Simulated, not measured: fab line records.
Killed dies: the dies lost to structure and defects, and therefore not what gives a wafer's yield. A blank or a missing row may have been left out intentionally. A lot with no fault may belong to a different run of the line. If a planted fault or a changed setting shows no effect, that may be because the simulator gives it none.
8D (eight disciplines) problem report, filled in by code + flow n5 finfet + the parts of the form that need people (team, actions taken, sign-off) are left out

== 1. PROBLEM STATEMENT ==
Mean M3_ILD_THK at N5_BEOL_M3_THK_MEAS_01: 129.1 nm over 5 wafers in 2 lots; fault-free wafers: 79.0 nm, standard deviation 0.92. Relative to the usual mean, that is a shift of +54 standard deviations.
Earliest sighting: wafer L539.2 on film metro-01 at day 10 17:28. The record has a number at this step for 27 wafers belonging to 9 lots. Rule for "out" (also "out of limits"): further than 4 standard deviations from the usual mean. The other wafers with a number count as sound.

== 2. WHAT IT IS AND WHAT IT IS NOT ==
| question                    | is                                     | is not                                                                          |
|-----------------------------|----------------------------------------|---------------------------------------------------------------------------------|
| which readings at this step | M3_ILD_THK                             | -                                                                               |
| which lots                  | L539, L541                             | L526, L528, L529, L535, L537, L546, L548                                        |
| which wafers of those lots  | L539.2, L539.3, L539.5, L541.2, L541.3 | L541.1                                                                          |
| read on which gauges        | film metro-01, film metro-02           | -                                                                               |
| when                        | from day 10 17:28                      | up to then (15 sound wafers); but 7 sound wafers of L541, L546, L548 came after |

== 3. WHAT RULES OUT EACH SUSPECT ==
Counting: any tool at a process step up to the reading remains a suspect provided it ran every lot that is out. Sound lots after the first of them don't rule it out here, since some wafers of a struck lot are sound.
- ruled out: the gauge at N5_BEOL_M3_THK_MEAS_01. 2 gauges (film metro-01, film metro-02) read the wafers that are out.
- pecvd-01 at N5_BEOL_M3_ILD_DEP_00 (deposits SiOC from DEMS/O2, target thk 79 nm, time 15.3 s): kept. It ran every lot that is out, first L539 (day 10 17:24); its last sound lot up to then is L537 (day 10 01:54).
Remaining after the count: pecvd-01 at N5_BEOL_M3_ILD_DEP_00.

== 4. THE CAUSE (what the simulator had put in) ==
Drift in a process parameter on pecvd-01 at N5_BEOL_M3_ILD_DEP_00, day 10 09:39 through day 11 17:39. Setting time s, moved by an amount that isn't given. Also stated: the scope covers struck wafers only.
This tool alone remained once counting was done.

== 5. THE CHAIN OF EFFECTS, in route order ==
One row per reading whose mean, taken over the struck wafers that have a number, lies over 3 standard deviations from the usual. Only readings whose record carries a usual standard deviation are examined. hours: median over the lots of the time between each lot's start at the first step of this table that gives one and its start at this step. sigmas: the change, counted in usual standard deviations.
| hours | step                    | reading              | usual   | on struck wafers | change | sigmas      |
|-------|-------------------------|----------------------|---------|------------------|--------|-------------|
| 0     | N5_BEOL_M3_THK_MEAS_01  | M3_ILD_THK           | 79.0 nm | 129.1            | +50.1  | +54         |
| 123   | N5_PASSIVATION_PROBE_49 | defect limited yield | 91.2 %  | 0.0              | -91.2  | -65         |
| 123   | N5_PASSIVATION_PROBE_49 | killed_at_M0_to_M3   | 34      | 1106             | +1072  | +99 or more |
| 123   | N5_PASSIVATION_PROBE_49 | killed dies          | 103     | 1180             | +1077  | +67         |
| 123   | N5_PASSIVATION_PROBE_49 | killed on rim        | 13      | 152              | +139   | +41         |
| 123   | N5_PASSIVATION_PROBE_49 | sort_bin_5_function  | 5.1 %   | 96.1             | +91.0  | +99 or more |
| 123   | N5_PASSIVATION_PROBE_49 | sort n pass          | 1077    | 0                | -1077  | -67         |
| 123   | N5_PASSIVATION_PROBE_49 | sort yield pct       | 91.2 %  | 0.0              | -91.2  | -65         |
Here are the process steps it includes:
- N5_PASSIVATION_PROBE_49

== 6. WHAT WOULD HAVE CAUGHT IT SOONER ==
The first out-of-limits reading at a measuring or inspecting step in this record came at day 10 17:28, 8 hours after the fault's start at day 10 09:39.
Tool readings at N5_BEOL_M3_ILD_DEP_00 with a usual standard deviation given in the record: none out on any struck wafer, hence no alarm at a limit of 4 standard deviations on them.
Among the 2 lots that are out, L541 began N5_BEOL_M3_ILD_DEP_00 on pecvd-01 after day 10 17:28. Had the tool been put on hold then, it would have been spared.
